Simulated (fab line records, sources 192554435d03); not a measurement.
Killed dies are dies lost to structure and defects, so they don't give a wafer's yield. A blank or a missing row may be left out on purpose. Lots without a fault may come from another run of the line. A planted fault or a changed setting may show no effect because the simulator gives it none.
Split-lot experiment | flow n5_finfet | 7 lots, 39 wafers read, on a route of 1938 steps

THE SPLIT
At N5_MIM_BOT_SPUTTER_00 (material TiN, target thk 35 nm, time 89.7 s), the setting time_s was moved away from the recipe's 89.7 s on 15 of the 39 wafers read, by -59.8% to +39.8%. The other wafers ran this setting at the recipe's value.

The reading is taken at the split's own step.

THE READING
TiN_of_MIM_BOT_SPUTTER_00.thk_nm (the simulator's own value, which no gauge read), in nm, at N5_MIM_BOT_SPUTTER_00 (material TiN, target thk 35 nm, time 89.7 s). The file gives no usual value for it. The 24 wafers here that ran the recipe average 35.0 nm, standard deviation 0.18 nm.

wafer  | tool, chamber at the split | time_s as run, s | against the recipe | TiN_of_MIM_BOT_SPUTTER_00.thk_nm, nm | against lot-mates on the recipe
L075.1 | pvd_sputter-02, -          | 89.7             | recipe             | 35                                   | -
L075.3 | pvd_sputter-02, -          | 89.7             | recipe             | 35                                   | -
L075.2 | pvd_sputter-02, -          | 36.03            | -59.8%             | 14                                   | -20.9
L075.5 | pvd_sputter-02, -          | 36.03            | -59.8%             | 14                                   | -20.9
L075.4 | pvd_sputter-02, -          | 89.7             | recipe             | 34.8                                 | -
L075.6 | pvd_sputter-02, -          | 36.03            | -59.8%             | 14.2                                 | -20.7
L081.1 | pvd_sputter-02, -          | 89.7             | recipe             | 34.8                                 | -
L081.2 | pvd_sputter-02, -          | 89.7             | recipe             | 34.8                                 | -
L081.4 | pvd_sputter-02, -          | 89.7             | recipe             | 34.8                                 | -
L081.6 | pvd_sputter-02, -          | 89.7             | recipe             | 34.8                                 | -
L081.3 | pvd_sputter-02, -          | 89.7             | recipe             | 35                                   | -
L081.5 | pvd_sputter-02, -          | 89.7             | recipe             | 35                                   | -
L084.1 | pvd_sputter-03, -          | 89.7             | recipe             | 34.8                                 | -
L084.2 | pvd_sputter-03, -          | 125.4            | +39.8%             | 49.2                                 | +14.1
L084.5 | pvd_sputter-03, -          | 125.4            | +39.8%             | 49.2                                 | +14.1
L084.3 | pvd_sputter-03, -          | 125.4            | +39.8%             | 48.8                                 | +13.7
L084.4 | pvd_sputter-03, -          | 89.7             | recipe             | 35.2                                 | -
L084.6 | pvd_sputter-03, -          | 89.7             | recipe             | 35.4                                 | -
L086.1 | pvd_sputter-02, -          | 89.7             | recipe             | 35.2                                 | -
L086.5 | pvd_sputter-02, -          | 89.7             | recipe             | 35.2                                 | -
L086.2 | pvd_sputter-02, -          | 57               | -36.5%             | 22.4                                 | -12.7
L086.3 | pvd_sputter-02, -          | 57               | -36.5%             | 22.4                                 | -12.7
L086.4 | pvd_sputter-02, -          | 89.7             | recipe             | 35                                   | -
L086.6 | pvd_sputter-02, -          | 57               | -36.5%             | 22.2                                 | -12.9
L090.1 | pvd_sputter-01, -          | 70.84            | -21.0%             | 27.8                                 | -7.3
L090.2 | pvd_sputter-01, -          | 89.7             | recipe             | 35                                   | -
L090.3 | pvd_sputter-01, -          | 89.7             | recipe             | 35.2                                 | -
L090.4 | pvd_sputter-01, -          | 89.7             | recipe             | 35.2                                 | -
L090.5 | pvd_sputter-01, -          | 70.84            | -21.0%             | 27.4                                 | -7.7
L090.6 | pvd_sputter-01, -          | 70.84            | -21.0%             | 28                                   | -7.1
L092.1 | pvd_sputter-03, -          | 119              | +32.7%             | 46                                   | +11.1
L092.2 | pvd_sputter-03, -          | 89.7             | recipe             | 34.6                                 | -
L092.3 | pvd_sputter-03, -          | 89.7             | recipe             | 35                                   | -
L092.6 | pvd_sputter-03, -          | 89.7             | recipe             | 35                                   | -
L092.4 | pvd_sputter-03, -          | 119              | +32.7%             | 46.2                                 | +11.3
L092.5 | pvd_sputter-03, -          | 119              | +32.7%             | 46.2                                 | +11.3
L096.1 | pvd_sputter-03, -          | 89.7             | recipe             | 35                                   | -
L096.3 | pvd_sputter-03, -          | 89.7             | recipe             | 35                                   | -
L096.6 | pvd_sputter-03, -          | 89.7             | recipe             | 35.2                                 | -

THE FIT
A straight line over all 39 wafers: TiN_of_MIM_BOT_SPUTTER_00.thk_nm changes by +0.349 nm for each +1% of time_s; r = +1.00; the points scatter about the line by 0.2 nm.
The same after taking each lot's own level away (the mean of its wafers on the recipe; 39 wafers): +0.349 nm for each +1%; r = +1.00; scatter 0.16 nm.
On that fit, the largest move of time_s shifts the reading by 21 nm.
The lots' own levels span 34.87 to 35.13 nm, that is 1.5 times the standard deviation above.
So the lot-to-lot level changes the slope little: the two slopes agree.
Check: with one of the wafers moved furthest among these (-59.8%) left out of the fit, the line predicts -20.9 nm for it against its lot-mates. It came out at -20.9 nm against them.

OTHER SPLITS ON THESE WAFERS
These wafers also went through other splits before the reading. Each is held against what the fit with the lots' levels taken away leaves over:
other split on the same wafers    | wafers away from the commonest value | r with TiN_of_MIM_BOT_SPUTTER_00.thk_nm (lot level and that fit taken away)
N5_BEOL_M11_TRENCH_ETCH_37 time_s | 15                                   | -0.11
N5_BEOL_M13_ILD_DEP_00 time_s     | 9                                    | +0.05

THE FILE'S OWN FIT
TiN_of_MIM_BOT_SPUTTER_00.thk_nm changes by +0.349 nm for each +1% of time_s, r = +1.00.
